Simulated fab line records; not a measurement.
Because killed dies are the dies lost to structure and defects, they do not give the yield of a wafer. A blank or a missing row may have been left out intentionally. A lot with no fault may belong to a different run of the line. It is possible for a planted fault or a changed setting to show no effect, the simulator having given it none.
8D (eight disciplines) problem report, filled in by code | flow nand-harc | the parts of the form that need people (team, actions taken, sign-off) are left out

== 1. THE PROBLEM ==
Mean of thk-nm at NHARC_A_ONON_D2_THK_MEAS_08: 584 nm across 4 wafers in 2 lots; on wafers with no fault it is 999 nm (standard deviation 8.6). Relative to the usual mean, that is a shift of -48 standard deviations.
The step: measures by ellipsometry.
The first sign was on wafer L849.3 at day 15 14:49, on film-metro-02. At this step, 39 wafers from 13 lots have a number in the record. Rule for "out", or "out of limits": more than 4 standard deviations from the usual mean. Any other wafer with a number is counted as sound.

== 2. WHAT IT IS AND WHAT IT IS NOT ==
question                    | is                             | is not
which readings at this step | thk-nm                         | -
which lots                  | L849, L850                     | L843, L844, L845, L847, L848, L851, L858, L859, L860, L862, L863
which wafers of those lots  | L849.3, L850.1, L850.3, L850.4 | L849.5, L849.6
read on which gauges        | film-metro-02                  | film-metro-01
when                        | from day 15 14:49              | up to then (20 sound wafers); but 15 sound wafers of L858, L859, L860, L862, L863 came after

== 3. THE SUSPECTS, EACH WITH WHAT RULES IT OUT ==
Counting: any tool at a process step up to the reading remains a suspect provided it ran every lot that is out. Sound lots after the first of them don't rule it out here, since some wafers of a struck lot are sound.
- the gauge at NHARC_A_ONON_D2_THK_MEAS_08: ruled out. All the wafers that are out were read on film-metro-02, but those of them that NHARC_END_SORT_01 has rows for are out there too, on other tools.
- pecvd-onon-03 at NHARC_A_ONON_D2_DEP_06 (target thk 1000 nm): kept. It processed each lot that is out (first: L849, day 15 14:25); up to then, its last sound lot is L847 (day 14 04:36).
Remaining after the count: pecvd-onon-03 at NHARC_A_ONON_D2_DEP_06.

== 4. THE CAUSE (what the simulator had put in) ==
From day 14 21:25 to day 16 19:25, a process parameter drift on pecvd-onon-03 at NHARC_A_ONON_D2_DEP_06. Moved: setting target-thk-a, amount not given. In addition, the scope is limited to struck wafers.
Counting left only this tool.

== 5. THE EFFECT CHAIN, in route order ==
One row per reading whose mean, taken over the struck wafers that have a number, lies over 3 standard deviations from the usual. Only readings whose record carries a usual standard deviation are examined. hours: median over the lots of the time between each lot's start at the first step of this table that gives one and its start at this step. sigmas: the change, counted in usual standard deviations.
hours | step                        | reading         | usual  | on struck wafers | change | sigmas
0     | NHARC_A_ONON_D2_THK_MEAS_08 | thk-nm          | 999 nm | 584              | -415   | -48
293   | NHARC_END_SORT_01           | killed-at-array | 55     | 673              | +618   | +36
293   | NHARC_END_SORT_01           | killed-dies     | 60     | 677              | +617   | +34

== 6. HOW IT WOULD HAVE BEEN CAUGHT EARLIER ==
The first out-of-limits reading at a measuring or inspecting step in this record came at day 15 14:49, 17 hours after the fault's start at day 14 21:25.
No tool reading at NHARC_A_ONON_D2_DEP_06 that has a usual standard deviation in the record was out on any struck wafer, so an alarm limit of 4 standard deviations on those readings would not have fired.
Lots out: 2; of these, L850 started NHARC_A_ONON_D2_DEP_06 on pecvd-onon-03 after day 15 14:49. A hold on the tool at that time would have spared it.
